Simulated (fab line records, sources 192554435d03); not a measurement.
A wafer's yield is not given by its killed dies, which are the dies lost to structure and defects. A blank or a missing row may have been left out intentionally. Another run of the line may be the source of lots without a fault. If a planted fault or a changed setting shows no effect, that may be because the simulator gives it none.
A lot that was struck, set against a sound lot + flow n5Finfet + 16 steps out of a route of 1938
Sound: the wafers L555.2, L555.3, L555.4. Struck: wafer L566.6; the same lot's L566.3 was not struck, so it is left out; see the end for the cause.
At each step with rows: each side's tool, then ch and its chambers, then its first start. Under that, the readings that differ: sound wafers + struck wafers + difference of the means + sigmas: that difference in standard deviations of wafers without a fault.
alike: words and numbers the same on both sides, and readings whose means are apart by under 2 such deviations; not compared: readings that were withheld, readings missing a value for some wafer, numbers with overlapping values and no deviation given by the record, and bounds like >300 which may hide the same value.
Wherever a step has rows on one side only, a row that says differs or no value, or a row with sigmas, the two part there. Numbers that have no deviation but don't overlap get no sigmas and don't part them. Lack of a reading on every wafer of one side parts them only where that side has two or more wafers.

first, 2 steps without rows for these wafers: N5_STI_FIN_REVEAL_STRIP_35 (strips Si3N4 in H3PO4, target depth 4 nm, time 39 s); N5_STI_FIN_REVEAL_SRD_21 (time 30 s).
N5_STI_FIN_REVEAL_OXIDATION_33: chemistry O2 PLASMA REMOTE, time 20 s.
  sound on plasmaAsher-02 ch 0,1, day 4 03:22; struck on plasmaAsher-02 ch 1, day 6 21:36
  alike: drypumpMotorCurrentA, heaterPowerW
  not compared: rfHoursCounterH
then, 2 steps without rows for these wafers: N5_STI_FIN_REVEAL_CLEAN_19 (cleans in O3/DIW, time 120 s); N5_STI_FIN_REVEAL_SRD_23 (time 30 s).
N5_STI_FIN_REVEAL_CD_MEAS_22: target cd 6.238 nm, pitch 28 nm.
  sound on cdSem-03, day 4 03:32; struck on cdSem-01, day 6 21:44
  alike: cdNm
N5_STI_FIN_REVEAL_FIN_H_MEAS_10:
  sound on ocd-01, day 4 03:34; struck on ocd-01, day 6 21:46
  alike: trenchDepthNm
then, 2 steps without rows for these wafers: N5_STI_FIN_REVEAL_PRECLEAN_18 (cleans in SC2, time 45 s); N5_STI_FIN_REVEAL_SRD_28 (time 30 s).
N5_STI_FIN_REVEAL_INSPECT_13: inspects for defects (darkfield).
  sound on defectInspect-01, day 4 03:40; struck on defectInspect-01, day 6 21:52
  alike: rawDefectCount
then, 2 steps without rows for these wafers: N5_DUMMY_GATE_PRECLEAN_00 (cleans in O3/DIW, time 60 s); N5_DUMMY_GATE_SRD_01 (time 30 s).
N5_DUMMY_GATE_ALD_02: deposits SiO2, target thk 2 nm, pulse time 1 s.
  sound on aldSin-04 ch 0,1, day 4 04:49; struck on aldSin-04 ch 1, day 6 21:57
| reading                                    | sound | struck | difference | sigmas |
|--------------------------------------------|-------|--------|------------|--------|
| model.SiO2_of_DUMMY_GATE_ALD_02.thkNm (nm) | 2 2 2 | 1.6    | -0.4       |        |
  alike: heaterPowerOuterW, heaterPowerW, precursorPulseHeightRel
then, 1 step without rows for these wafers: N5_DUMMY_GATE_CVD_03 (deposits a-Si from SiH4, target thk 150 nm, time 8042 s).
-- the record jumps here: 6 days lie between the struck wafers' starts before and after (it left off in module DUMMY_GATE and takes up again in module BEOL_M4, whose first step shown is number 1111 of the route) --
N5_BEOL_M4_RC_MEAS_101:
  sound on prober-01 ch 0, day 11 06:41; struck on prober-01 ch 0, day 13 09:50
| reading        | sound             | struck | difference | sigmas |
|----------------|-------------------|--------|------------|--------|
| DIBL_P (mV/V)  | 35.4 36.0 34.3    | 38.1   | +2.9       | +2     |
| IOFF_N (nA/um) | 0.123 0.132 0.110 | 0.167  | +0.045     | +2     |
| ION_N (uA/um)  | 658 663 658       | 686    | +26        | +3     |
| SS_P (mV/dec)  | 73.0 72.9 72.2    | 74.2   | +1.5       | +3     |
| VT_N (mV)      | 257.4 252.6 255.9 | 247.8  | -7.5       | -3     |
  alike: DIBL_N, IOFF_P, ION_P, SS_N, VT_P
N5_PASSIVATION_PROBE_49:
  rows exist in the record for the sound wafers here (prober-01, day 15 12:56), none for the struck ones

WHERE THEY PART
First at N5_BEOL_M4_RC_MEAS_101; last, within this record, at N5_PASSIVATION_PROBE_49.

WHY: the cause the simulator had injected
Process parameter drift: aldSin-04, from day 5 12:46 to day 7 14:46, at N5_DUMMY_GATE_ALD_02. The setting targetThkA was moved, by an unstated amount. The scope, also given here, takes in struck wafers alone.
